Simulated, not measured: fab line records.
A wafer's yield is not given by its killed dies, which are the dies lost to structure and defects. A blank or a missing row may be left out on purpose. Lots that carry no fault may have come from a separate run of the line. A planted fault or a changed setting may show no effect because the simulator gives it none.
Matching of chambers    flow n5Finfet    N5_BEOL_M15_TRENCH_ETCH_34 on rieDiel-03 has 4 sister chambers
The step etches SiO2 in C4F8/O2/Ar, target depth 872.93 nm, time 199 s. 16 wafers are shown with their chamber, then 8 later ones without.

## WAFERS WITH THEIR CHAMBER
wafer   chamber  rfVppV (V)  showerheadPlenumPTorr (Torr)  throttleValvePct (%)
L074.3  1        2329        3.61                          30.89
L074.5  2        2242        3.59                          30.61
L074.6  1        2328        3.61                          30.89
L083.2  1        2327        3.60                          30.91
L083.4  2        2240        3.58                          30.66
L083.6  1        2329        3.60                          30.92
L088.2  2        2239        3.57                          30.64
L088.3  0        2214        3.36                          31.04
L088.6  1        2327        3.60                          30.93
L089.1  1        2328        3.60                          30.94
L089.2  2        2239        3.57                          30.65
L089.5  1        2327        3.60                          30.93
L091.1  3        2181        3.38                          30.81
L091.3  1        2326        3.59                          30.94
L091.5  0        2214        3.35                          31.03
L092.3  1        2326        3.59                          30.95

SIGNATURES, as means of the wafers listed above
reading                chamber 0  chamber 1  chamber 2  chamber 3  scatter within a chamber
rfVppV                 2214.00    2327.44    2240.00    2181.00    1.16
showerheadPlenumPTorr  3.3550     3.6000     3.5775     3.3800     0.00777
throttleValvePct       31.0350    30.9222    30.6400    30.8100    0.0208
Rule: for a wafer and a chamber, the distance is found by dividing, reading by reading, the gap between the wafer's reading and the chamber's mean by the reading's scatter, squaring, summing and taking the root. The wafer belongs to the nearest chamber; if the next one is less than 2 further off, it can't be placed. The scatter is the square root of a quotient: the sum, over the shown wafers, of each reading's squared deviation from its chamber's mean, divided by wafers minus chambers.

## WAFERS WITH NO CHAMBER GIVEN
wafer   rfVppV (V)  showerheadPlenumPTorr (Torr)  throttleValvePct (%)
L092.4  2182        3.38                          30.82
L092.5  2215        3.35                          31.03
L094.1  2326        3.59                          30.96
L094.4  2238        3.56                          30.67
L094.5  2238        3.56                          30.66
L097.3  2238        3.56                          30.67
L097.5  2326        3.59                          30.95
L097.6  2239        3.56                          30.67

## WHICH CHAMBER EACH WENT THROUGH
wafer   from the rows above  in truth
L092.4  3                    3
L092.5  0                    0
L094.1  1                    1
L094.4  2                    2
L094.5  2                    2
L097.3  2                    2
L097.5  1                    1
L097.6  2                    2
Correctly placed: 8 of 8. Number that these rows cannot place: 0. 0 placed wrongly.
